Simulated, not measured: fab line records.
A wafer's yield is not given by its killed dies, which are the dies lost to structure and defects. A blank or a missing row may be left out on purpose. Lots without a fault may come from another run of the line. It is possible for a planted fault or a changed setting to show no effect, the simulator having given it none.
3 desks, one fault ; flow nandHarc ; each desk has only its own numbers; what lay behind them comes last

## FROM THE METROLOGY DESK
Lot by lot, what the gauges showed, no matter which tool ran the lot: averages of those sampled wafers that carry a number. If a lot's mean is further than 4 standard deviations from the usual mean, the lot is out of limits and carries the mark OUT (the distance appears in the brackets).
Columns: A = thkNm at NHARC_A_SOURCE_PLATE_THK_MEAS_06, usual 199.0 nm; B = thkNm at NHARC_A_ONON_D1_THK_MEAS_05, usual 998 nm; C = thkNm at NHARC_A_ONON_D1_THK_MEAS_14, usual 998 nm
lot;first seen here;A;B;C
L926;day 7 22:40;200.0;1001;988
L927;day 8 05:13;200.2;995;1001
L929;day 8 22:30;294.7 (+40) OUT;999;1003
L930;day 9 08:42;293.8 (+40) OUT;1006;1005
L936;day 12 00:05;199.1;994;1007
L940;day 14 00:49;199.6;1008;1005
L941;day 14 10:04;200.5;1015;1006
L942;day 14 10:04;199.9;983;992
L944;day 15 12:26;199.5;1017;999
L945;day 15 19:36;196.3;987;980
L946;day 15 19:36;197.2;993;1007
L947;day 16 07:47;197.9;993;989
L948;day 16 18:08;200.4;1011;1006
Finding of this desk: L929, L930 out of limits; the first was L929 at day 8 22:30, on thkNm at NHARC_A_SOURCE_PLATE_THK_MEAS_06. L926, L927, L936, L940, L941, L942, L944, L945, L946, L947, L948: within limits.

## THE DEFECT DESK
Lot by lot, what the route's inspections counted, given as the mean of those sampled wafers with a number. If a lot's mean is further than 4 standard deviations from the usual mean, the lot is out of limits and carries the mark OUT (the distance appears in the brackets).
Columns: A = rawDefectCount at NHARC_A_START_INSPECT_01, usual 3.2
lot;first seen here;A
L926;day 7 00:01;3.7
L927;day 7 06:48;2.3
L929;day 7 20:27;3.7
L930;day 8 10:37;4.3
L936;day 11 01:58;3.3
L940;day 13 01:25;1.7
L942;day 13 08:16;2.7
L941;day 13 09:52;2.7
L944;day 14 14:32;3.7
L946;day 14 21:37;2.3
L945;day 14 21:59;3.3
L947;day 15 09:13;6.3
L948;day 15 19:44;4.0
This desk's finding: nothing out of limits on any of the 13 lots.

## DESK OF THE TOOL OWNER: lpcvdPoly-01
The tool's own readings at NHARC_A_SOURCE_PLATE_CVD_03 (deposits poly-Si, target thk 200 nm, time 4000 s): means of the sampled wafers that have a number, for each lot that ran on this tool. If a lot's mean is further than 4 standard deviations from the usual mean, the lot is out of limits and carries the mark OUT (the distance appears in the brackets).
Columns: A = spikeTcBottomC at NHARC_A_SOURCE_PLATE_CVD_03, usual 641.2 C; B = spikeTcCentreC at NHARC_A_SOURCE_PLATE_CVD_03, usual 621.2 C; C = spikeTcLowerC at NHARC_A_SOURCE_PLATE_CVD_03, usual 620.3 C; D = spikeTcTopC at NHARC_A_SOURCE_PLATE_CVD_03, usual 637.7 C; E = spikeTcUpperC at NHARC_A_SOURCE_PLATE_CVD_03, usual 620.1 C; F = zonePowerLowerPct at NHARC_A_SOURCE_PLATE_CVD_03, usual 8.2 %
lot;first seen here;A;B;C;D;E;F
L927;day 7 18:44;643.6;621.2;620.3;638.2;620.5;8.5
L929;day 8 11:23;660.1 (+8.6) OUT;638.4 (+13) OUT;637.7 (+19) OUT;654.3 (+12) OUT;638.1 (+14) OUT;8.9
L930;day 8 22:41;660.5 (+8.8) OUT;638.3 (+13) OUT;637.2 (+18) OUT;654.0 (+12) OUT;638.0 (+14) OUT;8.9
L936;day 11 13:38;642.8;621.9;620.7;638.6;620.5;8.6
L941;day 13 20:22;642.8;622.3;620.4;638.1;621.6;8.5
L942;day 13 20:22;642.3;621.8;621.1;637.8;621.3;8.5
L944;day 15 02:34;644.4;622.1;620.2;638.9;621.7;8.5
L947;day 15 20:58;643.0;622.5;620.3;638.8;619.9;8.5
Finding of this desk: L929, L930 out of limits; the first was L929 at day 8 11:23, on spikeTcBottomC at NHARC_A_SOURCE_PLATE_CVD_03. L927, L936, L941, L942, L944, L947: within limits.

## BROUGHT TOGETHER
At day 8 11:23, on L929, L930, the tool owner's desk was in a position to raise an alarm.
Metrology desk: alarm possible at day 8 22:30 on L929, L930.
Nothing out of limits was seen by the defect desk.
The defect desk has L929, L930 on record, within its limits.
The lots listed all ran NHARC_A_SOURCE_PLATE_CVD_03 on lpcvdPoly-01.

## WHAT THE SIMULATOR HAD PUT IN
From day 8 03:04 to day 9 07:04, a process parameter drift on lpcvdPoly-01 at NHARC_A_SOURCE_PLATE_CVD_03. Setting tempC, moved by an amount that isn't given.
Struck lots among those shown: L929, L930.
Fault start to first reading out of limits, in hours, per desk: tool owner, 8; metrology, 19.
